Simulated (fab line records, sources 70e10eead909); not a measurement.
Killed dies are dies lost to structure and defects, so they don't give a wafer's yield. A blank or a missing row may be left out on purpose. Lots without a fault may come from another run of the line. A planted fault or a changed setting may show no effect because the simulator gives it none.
fab line records | flow nand_harc
record lots=6 wafers=18 last_day=33
route steps=1302 shown A_BONDPAD@1202
lots that met no fault: from a run of the same line without faults
start_h: hours from the record's first day to the start of the lot's first wafer shown | wait_h: hours since the lot's step before | " the same as in the row above | L1.1+2: a row that stands for several wafers | - no value, or no start given | * or withheld: withheld | < > ~ a bound
route shown NAME@n: a module of which the file shows steps, and the number in the route of the first | usual: mean/standard deviation of fault-free wafers | same: alike in all rows | chamber/n: place in a boat | sites: the reading at each site | _std_site: their standard deviation | _edge_site: outer sites' mean less inner sites' | radius_mm: how far each site lies from the wafer's centre | mask NAME#n: copy n | behind: the tool/chamber that last shaped the wafer | hold: why the lot was held/for how many hours/how that ended | device: the transistor (n, p or np) that didn't switch | end of line: the same wafers' tests at the end of the route | a step without rows: its recipe alone | killed: dies lost to structure and defects at the first sort, not the wafer's yield | map: a wafer's dies, x killed, . not, _ none there
set.NAME: the setting as run; set.NAME@STEP: as run at that earlier step | model.NAME: the simulator's own value behind a step, which no gauge read
lots at some steps of the route; a table a step, a row a wafer
services: from which hour (start_h, from the record's first day; less than 0 if before it) a tool's chamber was out of use, for how many hours, and why
## steps
# step NHARC_A_BONDPAD_DEP_00
# recipe target_thk_a=2500 temp_c=370 target_thk_nm=250 pressure_torr=3 flow_sccm=200 rf_w=450 material=SiCN
# usual heater_power_w=590/75
# columns lot.wafer tool chamber start_h wait_h heater_power_w
L519.2 pecvd-02 0 520.73 - 504
L519.1 " 1 " " 621
L519.4 " 1 " " 636
L533.1 pecvd-02 2 664.02 - 667
L533.2 " 1 " " 528
L533.5 " 0 " " 491
L535.3 pecvd-01 1 686.40 - 588
L535.6 " 2 " " 604
L535.4 " 0 " " 645
L536.6 pecvd-02 0 687.92 - 464
L536.4 " 1 " " 583
L536.5 " 2 " " 663
L541.3 pecvd-01 2 739.01 - 612
L541.6 " 2 " " 619
L541.5 " 1 " " 709
L542.3 pecvd-02 2 750.97 - 662
L542.1 " 0 " " 472
L542.2 " 1 " " 596
# step NHARC_A_BONDPAD_CMP_29
# recipe target_thk_nm=200 material=SiCN
# usual motor_current_A=12.6/1.1
# columns lot.wafer tool chamber start_h wait_h motor_current_A
L519.4 cmp-03 0 521.11 - 13.2
L519.2 " 1 " " 13.8
L519.1 " 2 " " 10.6
L533.2 cmp-04 2 664.45 - 11.9
L533.1 " 3 " " 13.6
L533.5 " 1 " " 11.6
L535.3 cmp-01 1 686.81 - 15.0
L535.4 " 0 " " 10.8
L535.6 " 1 " " 14.8
L536.4 cmp-04 1 688.20 - 12.5
L536.5 " 1 " " 12.5
L536.6 " 2 " " 12.4
L541.3 cmp-04 0 739.49 - 12.6
L541.5 " 1 " " 12.2
L541.6 " 2 " " 12.1
L542.3 cmp-04 0 751.40 - 13.3
L542.2 " 1 " " 12.1
L542.1 " 2 " " 12.9
# step NHARC_A_BONDPAD_THK_MEAS_30
# recipe thk_meas_gauge=ellipsometry
# usual thk_nm=200.0/1.6
# columns lot.wafer tool chamber start_h wait_h thk_nm
L519.1 film_metro-01 - 521.34 0.2 204.1
L519.2 " - " " 204.1
L519.4 " - " " 201.2
L533.1 film_metro-01 - 664.67 0.2 198.2
L533.2 " - " " 201.2
L533.5 " - " " 198.7
L535.3 film_metro-01 - 687.07 0.2 199.7
L535.4 " - " " 198.9
L535.6 " - " " 200.1
L536.4 film_metro-01 - 688.45 0.2 198.9
L536.5 " - " " 199.5
L536.6 " - " " 198.7
L541.3 film_metro-02 - 739.67 0.2 201.0
L541.5 " - " " 198.8
L541.6 " - " " 202.1
L542.1 film_metro-02 - 751.63 0.1 198.9
L542.2 " - " " 196.9
L542.3 " - " " 200.2
# step NHARC_A_BONDPAD_SRD_31
# step NHARC_A_BONDPAD_DEHYDRATE_01
# recipe temp_c=150 time_s=120
# step NHARC_A_BONDPAD_HMDS_02
# recipe time_s=30
# step NHARC_A_BONDPAD_COAT_33
# recipe temp_c=200 time_s=65
# step NHARC_A_BONDPAD_COAT_03
# recipe spin_rpm=2000 resist_thk_nm=600
# step NHARC_A_BONDPAD_SOFTBAKE_04
# recipe temp_c=125 time_s=70
# step NHARC_A_BONDPAD_EBR_05
# step NHARC_A_BONDPAD_EXPOSE_06
# recipe na=0.55 dose_mj=36.99 mask_id=A_BPAD
# step NHARC_A_BONDPAD_PEB_07
# recipe peb_temp_c=128 peb_time_s=80
# step NHARC_A_BONDPAD_DEVELOP_08
# recipe time_s=50 dev_temp_c=22
# usual chill_plate_temp_C=22.98/0.11 developer_temp_C=22.01/0.11
# columns lot.wafer tool chamber start_h wait_h chill_plate_temp_C developer_temp_C
L519.1 litho_track-07 0 521 - 23.06 21.82
L519.2 " 0 " " 23.14 21.73
L519.4 " 0 " " 22.89 21.98
L533.1 litho_track-07 0 665 - 22.98 21.91
L533.2 " 0 " " 23.03 21.99
L533.5 " 0 " " 22.99 21.99
L535.3 litho_track-03 - 687 - - -
L535.4 " - " " - -
L535.6 " - " " - -
L536.4 litho_track-07 - 688 - - -
L536.5 " - " " - -
L536.6 " - " " - -
L541.3 litho_track-02 0 740 - 22.95 22.01
L541.5 " 0 " " 22.90 22.07
L541.6 " 0 " " 22.80 22.07
L542.1 litho_track-07 0 751 - 23.11 22.08
L542.2 " 0 " " 23.12 22.10
L542.3 " 0 " " 23.22 22.10
## services
# columns tool chamber start_h hours kind
cmp-04 - 504.72 4.0 pm
cmp-04 - 516.93 0.8 repair
cmp-04 - 533.33 2.2 repair
cmp-04 - 545.61 0.4 repair
cmp-03 - 554.13 4.0 pm
cmp-03 - 561.17 2.1 repair
litho_track-02 - 577.00 7.0 pm
cmp-01 - 579.01 4.0 pm
pecvd-02 - 589.29 13.0 pm
litho_track-07 - 601.00 7.0 pm
cmp-03 - 601.50 1.8 repair
cmp-04 - 602.72 4.0 pm
cmp-04 - 606.95 1.3 repair
litho_track-03 - 625.00 7.0 pm
cmp-03 - 652.13 4.0 pm
pecvd-01 - 673.40 13.0 pm
cmp-01 - 677.01 4.0 pm
cmp-03 - 686.04 1.0 repair
cmp-01 - 699.21 0.6 repair
cmp-04 - 700.72 4.0 pm
cmp-01 - 717.69 1.1 repair
cmp-01 - 735.69 7.8 repair
cmp-03 - 742.16 2.5 repair
pecvd-02 - 751.26 1.4 repair
## key
first_sign step=NHARC_A_BONDPAD_DEVELOP_08 reading=tool_record direction=missing
effect none on later readings
met_at NHARC_A_BONDPAD_DEVELOP_08
struck_wafers L535.3,L535.4,L535.6,L536.4,L536.5,L536.6
later_rows_left_out L535.3,L535.4,L535.6,L536.4,L536.5,L536.6
sort_left_out L535.3,L535.4,L535.6,L536.4,L536.5,L536.6
onset_between 665 687
fault kind=skipped_step_whole tool=litho_track-03,litho_track-07 chamber=- onset_h=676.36 steps=NHARC_A_BONDPAD_DEVELOP_08 scope=struck_lots_only
# sort_left_out: the simulated sort isn't trusted on such a fault, so these wafers' sort isn't shown, and their yield isn't known
# later_rows_left_out: the simulator's readings of these wafers behind a module that went badly wrong aren't trusted and aren't shown, but for the sort
